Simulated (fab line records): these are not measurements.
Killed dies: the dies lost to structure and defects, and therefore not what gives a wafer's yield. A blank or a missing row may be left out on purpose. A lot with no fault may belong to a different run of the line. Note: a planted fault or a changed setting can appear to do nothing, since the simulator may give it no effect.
Split-lot experiment    flow n5_finfet    39 wafers read across 7 lots, on a route 1938 steps long

SPLIT DETAILS
At N5_SD_EPI_P_ETCH_37 (etches SOC in N2/H2, overetch 108 nm, time 486 s), the setting source_w was moved away from the recipe's 3000 W on 12 of the 39 wafers read, by -10.7% to +13.8%. The other wafers ran this setting at the recipe's value.

Reading taken at the split's own step.

THE READING
rf_vpp_V, in V, at N5_SD_EPI_P_ETCH_37 (etches SOC in N2/H2, overetch 108 nm, time 486 s). A value of 240.5 V with a standard deviation of 1.3 V is what fault-free wafers of this fab line usually give.

wafer   tool, chamber at the split  source_w as run, W  against the recipe  rf_vpp_V, V  against lot-mates on the recipe
L077.1  rie_diel-06, 2              3000                recipe              241.5        -
L077.2  rie_diel-06, 3              3386                +12.9%              233.0        -8.1
L077.3  rie_diel-06, 0              3000                recipe              241.9        -
L077.4  rie_diel-06, 1              3386                +12.9%              229.5        -11.6
L077.5  rie_diel-06, 2              3386                +12.9%              231.1        -10.0
L077.6  rie_diel-06, 1              3000                recipe              240.0        -
L079.1  rie_diel-04, 0              3000                recipe              240.1        -
L079.2  rie_diel-04, 3              2678                -10.7%              250.7        +9.7
L079.3  rie_diel-04, 2              3000                recipe              239.8        -
L079.4  rie_diel-04, 1              3000                recipe              243.2        -
L079.5  rie_diel-04, 2              2678                -10.7%              249.8        +8.8
L079.6  rie_diel-04, 3              2678                -10.7%              249.2        +8.2
L082.1  rie_diel-04, 0              3000                recipe              240.3        -
L082.2  rie_diel-04, 1              3000                recipe              241.8        -
L082.3  rie_diel-04, 2              3000                recipe              241.3        -
L082.4  rie_diel-04, 3              3000                recipe              241.0        -
L082.5  rie_diel-04, 2              3000                recipe              240.3        -
L082.6  rie_diel-04, 3              3000                recipe              240.8        -
L083.1  rie_diel-06, 1              3000                recipe              238.0        -
L083.2  rie_diel-06, 2              3000                recipe              240.9        -
L083.3  rie_diel-06, 3              3000                recipe              241.4        -
L083.4  rie_diel-06, 0              3000                recipe              240.9        -
L083.5  rie_diel-06, 3              3000                recipe              240.5        -
L083.6  rie_diel-06, 2              3000                recipe              240.9        -
L084.1  rie_diel-03, 1              3413                +13.8%              230.6        -7.4
L084.2  rie_diel-03, 3              3413                +13.8%              229.7        -8.3
L084.3  rie_diel-03, 0              3000                recipe              236.8        -
L084.4  rie_diel-03, 2              3413                +13.8%              231.7        -6.3
L084.5  rie_diel-03, 0              3000                recipe              238.0        -
L084.6  rie_diel-03, 3              3000                recipe              239.3        -
L092.1  rie_diel-06, 2              3000                recipe              239.6        -
L092.2  rie_diel-06, 0              3000                recipe              242.4        -
L092.3  rie_diel-06, 1              3000                recipe              238.5        -
L094.1  rie_diel-04, 0              3000                recipe              238.6        -
L094.2  rie_diel-04, 1              3391                +13.0%              229.1        -10.3
L094.3  rie_diel-04, 3              3391                +13.0%              231.1        -8.3
L094.4  rie_diel-04, 2              3000                recipe              239.9        -
L094.5  rie_diel-04, 2              3000                recipe              239.8        -
L094.6  rie_diel-04, 1              3391                +13.0%              231.2        -8.2

THE FIT
A straight line over all 39 wafers: rf_vpp_V changes by -0.761 V for each +1% of source_w; r = -0.96; the points scatter about the line by 1.4 V.
The same after taking each lot's own level away (the mean of its wafers on the recipe; 39 wafers): -0.699 V for each +1%; r = -0.96; scatter 1.3 V.
The reading moves by 9.6 V for the largest change in source_w, on that fit.
From 238.03 to 241.13 V: that is the span of the lots' own levels, equal to 2.4 times the standard deviation above.
So the lot-to-lot level changes the slope little: the two slopes agree.
Check: with one of the wafers moved furthest among these (+13.8%) left out of the fit, the line predicts -9.63 V for it against its lot-mates. It came out at -7.43 V against them.
Tool readings at the split's step, against how far the setting was moved: rf_vpp_V r = -0.96.

FURTHER SPLITS ON THESE WAFERS
Note: prior to the reading, these wafers also went through further splits. Each is held against what the fit with the lots' levels taken away leaves over:
other split on the same wafers        wafers away from the commonest value  r with rf_vpp_V (lot level and that fit taken away)
N5_DUMMY_GATE_ETCH_31 target_depth_a  12                                    -0.03

THE WHOLE CHAIN: every reading that the file lists as answering this split, in the file's order
step                 what it does                                      reading                                                                            change (the file's fit)                r (the file's)
N5_SD_EPI_P_ETCH_37  etches SOC in N2/H2, overetch 108 nm, time 486 s  rf_vpp_V                                                                           -0.69 V for each +1% of the setting    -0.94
N5_SD_EPI_P_ETCH_37  etches SOC in N2/H2, overetch 108 nm, time 486 s  SiARC_of_SD_EPI_P_COAT_35.thk_nm (the simulator's own value, which no gauge read)  -0.129 nm for each +1% of the setting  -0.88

THE FILE'S OWN FIT
rf_vpp_V changes by -0.69 V for each +1% of source_w, r = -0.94.
